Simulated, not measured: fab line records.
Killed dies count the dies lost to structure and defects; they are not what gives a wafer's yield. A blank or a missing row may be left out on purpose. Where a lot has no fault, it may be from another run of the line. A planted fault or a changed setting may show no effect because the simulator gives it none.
Struck lot and sound lot, side by side || flow n5-finfet || 33 out of 1938 route steps
Sound: wafers L855.4, L855.5, L855.6. Wafers L846.1, L846.4, L846.5 were the ones struck. The cause is named last.
For every step that has rows: the tool of each side, followed by ch and its chambers, followed by its first start. Under that, the readings that differ: sound wafers || struck wafers || difference of the means || sigmas: that difference in standard deviations of wafers without a fault.
alike: a reading whose means differ by less than 2 such deviations, as well as words and numbers matching on both sides. not compared: withheld readings; readings where some wafer has no value; bounds like >300 that might hide an equal value; numbers whose values overlap and for which the record gives no deviation.
A row with sigmas, a row that says differs or no value, or rows on one side alone: a step with any of these is where the two part. Non-overlapping numbers with no deviation appear without sigmas and do not part them. A reading missing from all wafers of one side parts the sides only when that side holds two or more wafers.

first, 11 steps without rows for these wafers: N5_BEOL_M15_ETCH_38 (etches SiCN in CF4/N2, target depth 106.4 nm, time 120.5 s); N5_BEOL_M15_PRECLEAN_39 (cleans in residue remover, time 60 s); N5_BEOL_M15_SRD_40 (time 30 s, dry time 30 s); N5_BEOL_M15_DEGAS_41 (time 60 s); N5_BEOL_M15_PRE_CLEAN_42 (time 30 s); N5_BEOL_M15_SPUTTER_43 (material TaN, target thk 15 nm, time 24.19 s); N5_BEOL_M15_SPUTTER_44 (material Ta, target thk 15 nm, time 24.19 s); N5_BEOL_M15_SPUTTER_45 (material Cu, target thk 100 nm, time 16.67 s); N5_BEOL_M15_ECD_47 (material Cu, target thk 1860 nm); N5_BEOL_M15_ANNEAL_48 (time 90 s); N5_BEOL_M15_CMP_49 (polishes, stops on SiO2, t overpolish 4.9 s, target thk 850 nm).
N5_BEOL_M15_PRE_CLEAN_52: time 15 s.
  sound on pecvd-04 ch 0,1, day 17 15:05; struck on pecvd-03 ch 0,2, day 14 22:44
then, 1 step without rows for these wafers: N5_BEOL_M15_DEP_53 (deposits SiCN from 3MS/NH3, target thk 50 nm, time 17.8 s).
N5_BEOL_M15_INSPECT_55: inspects for defects (darkfield).
  sound on defect-inspect-02, day 17 15:13; struck on defect-inspect-01, day 14 22:51
{"reading": "raw-defect-count", "sound": "106 103 106", "struck": "396 346 434", "difference": "+287", "sigmas": "+13"}
then, 16 steps without rows for these wafers: N5_PASSIVATION_PECVD_00 (deposits SiO2 from SiH4/N2O, target thk 200 nm, time 11.2 s); N5_MIM_BOT_DEGAS_01 (time 60 s); N5_MIM_BOT_SPUTTER_00 (material TiN, target thk 35 nm, time 89.7 s); N5_MIM_TOP_ALD_00 (deposits Al2O3, purge time 3 s, co reactant pulse time 3 s); N5_MIM_TOP_ALD_01 (deposits HfO2, target thk 5.6 nm, pulse time 1 s, purge time 3 s); N5_MIM_TOP_ALD_02 (deposits Al2O3, purge time 3 s, co reactant pulse time 3 s); N5_MIM_TOP_DEGAS_04 (time 60 s); N5_MIM_TOP_SPUTTER_03 (material TiN, target thk 35 nm, time 89.7 s); N5_MIM_TOP_LITHO_HMDS_01 (time 60 s); N5_MIM_TOP_LITHO_COAT_02; N5_MIM_TOP_LITHO_EBR_04; N5_MIM_TOP_LITHO_SOFTBAKE_03 (time 90 s); N5_MIM_TOP_LITHO_EXPOSE_05 (exposes mask MIM TOP, target cd 2000 nm); N5_MIM_TOP_LITHO_PEB_06; N5_MIM_TOP_LITHO_DEVELOP_07 (develop time 60 s); N5_MIM_TOP_LITHO_HARDBAKE_09 (time 120 s).
N5_MIM_TOP_LITHO_INSPECT_12: inspects for defects (macro).
  sound on defect-inspect-02, day 17 18:26; struck on defect-inspect-01, day 15 02:08
{"reading": "raw-defect-count", "sound": "1 1 2", "struck": ">300 289 >300", "difference": "differs", "sigmas": ""}
then, 1 step without rows for these wafers: N5_MIM_TOP_LITHO_DESCUM_10 (chemistry O2, time 7.9 s).
N5_PASSIVATION_PROBE_49:
  rows exist in the record for the struck wafers here (prober-01, day 15 11:41), but not for the sound ones

## WHERE THEY PART
Earliest at N5_BEOL_M15_INSPECT_55; latest, in this record, at N5_PASSIVATION_PROBE_49.

WHY: whatever the simulator had introduced
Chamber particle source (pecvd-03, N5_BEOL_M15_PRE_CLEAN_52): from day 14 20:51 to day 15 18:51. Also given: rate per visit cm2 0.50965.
